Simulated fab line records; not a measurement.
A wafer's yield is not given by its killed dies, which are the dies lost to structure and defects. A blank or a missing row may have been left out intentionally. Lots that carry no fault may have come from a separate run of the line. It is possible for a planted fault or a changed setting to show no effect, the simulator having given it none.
Which tool did it? / flow nand-harc / 12 lots, 36 wafers sampled, at 5 steps of a route of 1302

## WHAT THE GAUGES SHOWED, per wafer
NHARC_END_SORT_01.
lot=L420; measured=day 24 18:42; on=prober-02; killed-at-array=59 60 67; killed-at-other=2 2 1; killed-at-periphery=5 4 8; killed-dies=66 66 76; killed-open=4 3 4; killed-short=2 2 2
lot=L422; measured=day 25 21:42; on=prober-02; killed-at-array=61 74 70; killed-at-other=4 3 1; killed-at-periphery=5 2 12; killed-dies=70 79 83; killed-open=1 4 4; killed-short=1 1 1
lot=L424; measured=day 26 16:12; on=prober-01; killed-at-array=81 70 50; killed-at-other=2 2 3; killed-at-periphery=3 1 3; killed-dies=86 73 56; killed-open=4 3 0; killed-short=1 1 1
lot=L425; measured=day 26 21:11; on=prober-02; killed-at-array=26 33 30; killed-at-other=1 1 0; killed-at-periphery=3 2 2; killed-dies=30 36 32; killed-open=6 3 2; killed-short=4 3 2
lot=L426; measured=day 27 04:28; on=prober-01; killed-at-array=106 111 114; killed-at-other=2 1 2; killed-at-periphery=4 1 2; killed-dies=112 113 118; killed-open=3 2 2; killed-short=3 3 4
lot=L430; measured=day 28 15:45; on=prober-01; killed-at-array=41 43 42; killed-at-other=2 0 1; killed-at-periphery=3 3 3; killed-dies=46 46 46; killed-open=1 3 1; killed-short=4 5 5
lot=L429; measured=day 28 20:26; on=prober-02; killed-at-array=21 24 17; killed-at-other=1 4 2; killed-at-periphery=2 4 1; killed-dies=24 32 20; killed-open=0 1 2; killed-short=0 5 2
lot=L438; measured=day 32 17:55; on=prober-01; killed-at-array=669 672 673; killed-at-other=1 0 0; killed-at-periphery=7 5 4; killed-dies=677 677 677; killed-open=4 0 4; killed-short=3 1 3
lot=L437; measured=day 32 21:49; on=prober-02; killed-at-array=671 663 669; killed-at-other=1 2 1; killed-at-periphery=5 12 7; killed-dies=677 677 677; killed-open=4 3 1; killed-short=4 0 1
lot=L441; measured=day 33 04:49; on=prober-02; killed-at-array=62 70 74; killed-at-other=2 3 0; killed-at-periphery=4 4 4; killed-dies=68 77 78; killed-open=1 6 4; killed-short=2 3 3

## WHICH TOOL RAN EACH LOT (tool, then ch and the chambers of the sampled wafers, then the start)
lot=L420; NHARC_A_CONTACT_ETCH_88=rie-diel-11 ch 0,1,2, day 22 17:48; NHARC_A_CONTACT_ETCH_134=har-cap-etch-01 ch 0,1, day 22 18:52; NHARC_A_CONTACT_ETCH_136=har-cap-etch-01 ch 0,1, day 22 19:22; NHARC_A_CONTACT_ETCH_139=har-cap-etch-01 ch 0,1, day 22 20:10
lot=L422; NHARC_A_CONTACT_ETCH_88=rie-diel-01 ch 0,2,3, day 23 20:06; NHARC_A_CONTACT_ETCH_134=har-cap-etch-02 ch 0,1, day 23 21:10; NHARC_A_CONTACT_ETCH_136=har-cap-etch-02 ch 0,1, day 23 21:39; NHARC_A_CONTACT_ETCH_139=har-cap-etch-02 ch 0,1, day 23 22:28
lot=L424; NHARC_A_CONTACT_ETCH_88=rie-diel-11 ch 0,2,3, day 24 13:10; NHARC_A_CONTACT_ETCH_134=har-cap-etch-03 ch 0,1, day 24 14:12; NHARC_A_CONTACT_ETCH_136=har-cap-etch-03 ch 0,1, day 24 14:41; NHARC_A_CONTACT_ETCH_139=har-cap-etch-03 ch 0,1, day 24 15:30
lot=L425; NHARC_A_CONTACT_ETCH_88=rie-diel-11 ch 2,3, day 24 18:47; NHARC_A_CONTACT_ETCH_134=har-cap-etch-01 ch 0,1, day 24 19:50; NHARC_A_CONTACT_ETCH_136=har-cap-etch-01 ch 0,1, day 24 20:19; NHARC_A_CONTACT_ETCH_139=har-cap-etch-01 ch 0,1, day 24 21:07
lot=L426; NHARC_A_CONTACT_ETCH_88=rie-diel-01 ch 1,2, day 24 22:58; NHARC_A_CONTACT_ETCH_134=har-cap-etch-02 ch 0,1, day 25 00:00; NHARC_A_CONTACT_ETCH_136=har-cap-etch-02 ch 0,1, day 25 00:28; NHARC_A_CONTACT_ETCH_139=har-cap-etch-02 ch 0,1, day 25 01:17
lot=L430; NHARC_A_CONTACT_ETCH_88=rie-diel-01 ch 0,2, day 26 13:54; NHARC_A_CONTACT_ETCH_134=har-cap-etch-03 ch 0,1, day 26 15:01; NHARC_A_CONTACT_ETCH_136=har-cap-etch-03 ch 0,1, day 26 15:30; NHARC_A_CONTACT_ETCH_139=har-cap-etch-03 ch 0,1, day 26 16:19
lot=L429; NHARC_A_CONTACT_ETCH_88=rie-diel-01 ch 1,2, day 26 17:46; NHARC_A_CONTACT_ETCH_134=har-cap-etch-02 ch 0,1, day 26 18:50; NHARC_A_CONTACT_ETCH_136=har-cap-etch-02 ch 0,1, day 26 19:19; NHARC_A_CONTACT_ETCH_139=har-cap-etch-02 ch 0,1, day 26 20:08
lot=L431; NHARC_A_CONTACT_ETCH_88=rie-diel-11 ch 2,3, day 27 04:46; NHARC_A_CONTACT_ETCH_134=har-cap-etch-02 ch 0,1, day 27 05:48; NHARC_A_CONTACT_ETCH_136=har-cap-etch-02 ch 0,1, day 27 06:17; NHARC_A_CONTACT_ETCH_139=har-cap-etch-02 ch 0,1, day 27 07:05
lot=L438; NHARC_A_CONTACT_ETCH_88=rie-diel-11 ch 1,2,3, day 30 11:43; NHARC_A_CONTACT_ETCH_134=har-cap-etch-01 ch 0,1, day 30 12:46; NHARC_A_CONTACT_ETCH_136=har-cap-etch-01 ch 0,1, day 30 13:23; NHARC_A_CONTACT_ETCH_139=har-cap-etch-01 ch 0,1, day 30 14:29
lot=L437; NHARC_A_CONTACT_ETCH_88=rie-diel-01 ch 0,2,3, day 30 11:44; NHARC_A_CONTACT_ETCH_134=har-cap-etch-03 ch 0,1, day 30 12:58; NHARC_A_CONTACT_ETCH_136=har-cap-etch-03 ch 0,1, day 30 13:26; NHARC_A_CONTACT_ETCH_139=har-cap-etch-03 ch 0,1, day 30 14:16
lot=L441; NHARC_A_CONTACT_ETCH_88=rie-diel-04 ch 2,3, day 31 02:20; NHARC_A_CONTACT_ETCH_134=har-cap-etch-02 ch 0,1, day 31 03:25; NHARC_A_CONTACT_ETCH_136=har-cap-etch-02 ch 0,1, day 31 03:53; NHARC_A_CONTACT_ETCH_139=har-cap-etch-02 ch 0,1, day 31 04:42
lot=L442; NHARC_A_CONTACT_ETCH_88=rie-diel-01 ch 0,1,3, day 31 13:40; NHARC_A_CONTACT_ETCH_134=har-cap-etch-03 ch 0,1, day 31 14:42; NHARC_A_CONTACT_ETCH_136=har-cap-etch-03 ch 0,1, day 31 15:11; NHARC_A_CONTACT_ETCH_139=har-cap-etch-03 ch 0,1, day 31 16:00
- NHARC_A_CONTACT_ETCH_88: etches the open film in CF4, target depth 39 nm, time 65 s.
- NHARC_A_CONTACT_ETCH_134: etches the open film in C4F8/O2/Ar, time 140 s, target depth 700 nm.
- NHARC_A_CONTACT_ETCH_136: etches the open film in C4F8/O2/Ar, time 311 s, target depth 1912 nm.
- NHARC_A_CONTACT_ETCH_139: etches the open film in C4F8/O2/Ar, time 195 s, target depth 840 nm.

## AS READ BY THE TOOLS THEMSELVES (means over the sampled wafers that have a number; for cases with no such wafer, the mark the record gives instead)
NHARC_A_CONTACT_ETCH_88.
lot=L420; tool=rie-diel-11; bias-w (W)=99.68; cf4-flow-sccm (sccm)=149.5; drypump-motor-current-A (A)=5.7; oes-product-au (a.u.)=1.005; rf-vpp-V (V)=151.8; showerhead-plenum-p-Torr (Torr)=1.83; throttle-valve-pct (%)=13.293
lot=L422; tool=rie-diel-01; bias-w (W)=100.44; cf4-flow-sccm (sccm)=149.6; drypump-motor-current-A (A)=6.0; oes-product-au (a.u.)=0.995; rf-vpp-V (V)=152.2; showerhead-plenum-p-Torr (Torr)=1.80; throttle-valve-pct (%)=13.291
lot=L424; tool=rie-diel-11; bias-w (W)=99.91; cf4-flow-sccm (sccm)=149.9; drypump-motor-current-A (A)=5.7; oes-product-au (a.u.)=1.001; rf-vpp-V (V)=151.4; showerhead-plenum-p-Torr (Torr)=1.82; throttle-valve-pct (%)=13.282
lot=L425; tool=rie-diel-11; bias-w (W)=100.08; cf4-flow-sccm (sccm)=149.8; drypump-motor-current-A (A)=5.4; oes-product-au (a.u.)=0.998; rf-vpp-V (V)=152.3; showerhead-plenum-p-Torr (Torr)=1.90; throttle-valve-pct (%)=13.282
lot=L426; tool=rie-diel-01; bias-w (W)=99.90; cf4-flow-sccm (sccm)=150.0; drypump-motor-current-A (A)=5.8; oes-product-au (a.u.)=0.996; rf-vpp-V (V)=151.8; showerhead-plenum-p-Torr (Torr)=1.76; throttle-valve-pct (%)=13.293
lot=L430; tool=rie-diel-01; bias-w (W)=100.02; cf4-flow-sccm (sccm)=149.8; drypump-motor-current-A (A)=5.5; oes-product-au (a.u.)=1.003; rf-vpp-V (V)=150.4; showerhead-plenum-p-Torr (Torr)=1.73; throttle-valve-pct (%)=13.288
lot=L429; tool=rie-diel-01; bias-w (W)=99.85; cf4-flow-sccm (sccm)=150.0; drypump-motor-current-A (A)=5.8; oes-product-au (a.u.)=1.002; rf-vpp-V (V)=151.5; showerhead-plenum-p-Torr (Torr)=1.72; throttle-valve-pct (%)=13.286
lot=L431; tool=rie-diel-11; bias-w (W)=100.14; cf4-flow-sccm (sccm)=149.9; drypump-motor-current-A (A)=5.3; oes-product-au (a.u.)=1.003; rf-vpp-V (V)=153.2; showerhead-plenum-p-Torr (Torr)=1.89; throttle-valve-pct (%)=13.284
lot=L438; tool=rie-diel-11; bias-w (W)=-; cf4-flow-sccm (sccm)=-; drypump-motor-current-A (A)=-; oes-product-au (a.u.)=-; rf-vpp-V (V)=-; showerhead-plenum-p-Torr (Torr)=-; throttle-valve-pct (%)=-
lot=L437; tool=rie-diel-01; bias-w (W)=-; cf4-flow-sccm (sccm)=-; drypump-motor-current-A (A)=-; oes-product-au (a.u.)=-; rf-vpp-V (V)=-; showerhead-plenum-p-Torr (Torr)=-; throttle-valve-pct (%)=-
lot=L441; tool=rie-diel-04; bias-w (W)=99.81; cf4-flow-sccm (sccm)=149.8; drypump-motor-current-A (A)=5.4; oes-product-au (a.u.)=1.006; rf-vpp-V (V)=151.2; showerhead-plenum-p-Torr (Torr)=1.77; throttle-valve-pct (%)=13.283
lot=L442; tool=rie-diel-01; bias-w (W)=100.17; cf4-flow-sccm (sccm)=150.2; drypump-motor-current-A (A)=6.0; oes-product-au (a.u.)=0.999; rf-vpp-V (V)=150.7; showerhead-plenum-p-Torr (Torr)=1.74; throttle-valve-pct (%)=13.282

NHARC_A_CONTACT_ETCH_134.
lot=L420; tool=har-cap-etch-01; chamber-pressure-mTorr (mTorr)=19.985; oes-air-line-au (a.u.)=0.999
lot=L422; tool=har-cap-etch-02; chamber-pressure-mTorr (mTorr)=19.992; oes-air-line-au (a.u.)=1.000
lot=L424; tool=har-cap-etch-03; chamber-pressure-mTorr (mTorr)=19.995; oes-air-line-au (a.u.)=1.023
lot=L425; tool=har-cap-etch-01; chamber-pressure-mTorr (mTorr)=20.003; oes-air-line-au (a.u.)=1.009
lot=L426; tool=har-cap-etch-02; chamber-pressure-mTorr (mTorr)=20.011; oes-air-line-au (a.u.)=1.005
lot=L430; tool=har-cap-etch-03; chamber-pressure-mTorr (mTorr)=20.010; oes-air-line-au (a.u.)=1.017
lot=L429; tool=har-cap-etch-02; chamber-pressure-mTorr (mTorr)=19.991; oes-air-line-au (a.u.)=0.995
lot=L431; tool=har-cap-etch-02; chamber-pressure-mTorr (mTorr)=19.990; oes-air-line-au (a.u.)=0.984
lot=L438; tool=har-cap-etch-01; chamber-pressure-mTorr (mTorr)=19.998; oes-air-line-au (a.u.)=1.001
lot=L437; tool=har-cap-etch-03; chamber-pressure-mTorr (mTorr)=20.005; oes-air-line-au (a.u.)=1.030
lot=L441; tool=har-cap-etch-02; chamber-pressure-mTorr (mTorr)=20.006; oes-air-line-au (a.u.)=1.002
lot=L442; tool=har-cap-etch-03; chamber-pressure-mTorr (mTorr)=20.007; oes-air-line-au (a.u.)=0.991

NHARC_A_CONTACT_ETCH_136.
lot=L420; tool=har-cap-etch-01; chamber-pressure-mTorr (mTorr)=20.021; oes-air-line-au (a.u.)=1.001
lot=L422; tool=har-cap-etch-02; chamber-pressure-mTorr (mTorr)=20.000; oes-air-line-au (a.u.)=1.000
lot=L424; tool=har-cap-etch-03; chamber-pressure-mTorr (mTorr)=20.004; oes-air-line-au (a.u.)=0.983
lot=L425; tool=har-cap-etch-01; chamber-pressure-mTorr (mTorr)=20.002; oes-air-line-au (a.u.)=0.991
lot=L426; tool=har-cap-etch-02; chamber-pressure-mTorr (mTorr)=20.012; oes-air-line-au (a.u.)=1.008
lot=L430; tool=har-cap-etch-03; chamber-pressure-mTorr (mTorr)=19.980; oes-air-line-au (a.u.)=1.005
lot=L429; tool=har-cap-etch-02; chamber-pressure-mTorr (mTorr)=19.987; oes-air-line-au (a.u.)=1.003
lot=L431; tool=har-cap-etch-02; chamber-pressure-mTorr (mTorr)=20.000; oes-air-line-au (a.u.)=1.002
lot=L438; tool=har-cap-etch-01; chamber-pressure-mTorr (mTorr)=20.003; oes-air-line-au (a.u.)=0.990
lot=L437; tool=har-cap-etch-03; chamber-pressure-mTorr (mTorr)=19.991; oes-air-line-au (a.u.)=1.018
lot=L441; tool=har-cap-etch-02; chamber-pressure-mTorr (mTorr)=20.015; oes-air-line-au (a.u.)=0.996
lot=L442; tool=har-cap-etch-03; chamber-pressure-mTorr (mTorr)=20.008; oes-air-line-au (a.u.)=0.994

NHARC_A_CONTACT_ETCH_139.
lot=L420; tool=har-cap-etch-01; chamber-pressure-mTorr (mTorr)=20.004; oes-air-line-au (a.u.)=1.032
lot=L422; tool=har-cap-etch-02; chamber-pressure-mTorr (mTorr)=20.003; oes-air-line-au (a.u.)=0.998
lot=L424; tool=har-cap-etch-03; chamber-pressure-mTorr (mTorr)=20.004; oes-air-line-au (a.u.)=0.995
lot=L425; tool=har-cap-etch-01; chamber-pressure-mTorr (mTorr)=20.018; oes-air-line-au (a.u.)=0.991
lot=L426; tool=har-cap-etch-02; chamber-pressure-mTorr (mTorr)=20.004; oes-air-line-au (a.u.)=1.015
lot=L430; tool=har-cap-etch-03; chamber-pressure-mTorr (mTorr)=20.009; oes-air-line-au (a.u.)=0.989
lot=L429; tool=har-cap-etch-02; chamber-pressure-mTorr (mTorr)=19.992; oes-air-line-au (a.u.)=0.996
lot=L431; tool=har-cap-etch-02; chamber-pressure-mTorr (mTorr)=20.005; oes-air-line-au (a.u.)=1.002
lot=L438; tool=har-cap-etch-01; chamber-pressure-mTorr (mTorr)=19.984; oes-air-line-au (a.u.)=1.009
lot=L437; tool=har-cap-etch-03; chamber-pressure-mTorr (mTorr)=19.994; oes-air-line-au (a.u.)=1.009
lot=L441; tool=har-cap-etch-02; chamber-pressure-mTorr (mTorr)=20.002; oes-air-line-au (a.u.)=1.001
lot=L442; tool=har-cap-etch-03; chamber-pressure-mTorr (mTorr)=20.009; oes-air-line-au (a.u.)=0.996

## THE ANSWER, worked out from the rows above alone
Rule: usual is defined by the lots themselves. Put in order of their means at a reading, lots are off if they are a third of the lots or fewer, leave a main group of 4 or more, and stand apart from it by a gap of 3 or more times the standard deviation of the main group's means; of several such gaps the widest counts. The tables above print the reading to a certain number of digits; a main group whose means all agree to those digits is not used. A lot without any number at a reading at which 4 lots or more have one is off too. Where the step has rows for the other lots, those lots are counted as sound. First the gauges in route order, then the tools' own readings, where a lot's mean is used as printed above. The first step at which some lot is off is used, and at that step the reading that is off furthest; a lot without a number counts as furthest.
Off at NHARC_END_SORT_01 (killed-at-array): L438, L437. Main group: mean 59, sd 26. Neither off nor sound, because the step has no rows for them: L431, L442.
A tool fits if, at a process step before that reading, it ran every lot that is off, and no sound lot after the first of them. The gauges at NHARC_END_SORT_01 aren't tried: what is off there is off at NHARC_A_CONTACT_ETCH_88 too, on other tools, and a gauge's error can't cause that. Of those tried, none fits.

## WHAT THE SIMULATOR HAD PUT IN
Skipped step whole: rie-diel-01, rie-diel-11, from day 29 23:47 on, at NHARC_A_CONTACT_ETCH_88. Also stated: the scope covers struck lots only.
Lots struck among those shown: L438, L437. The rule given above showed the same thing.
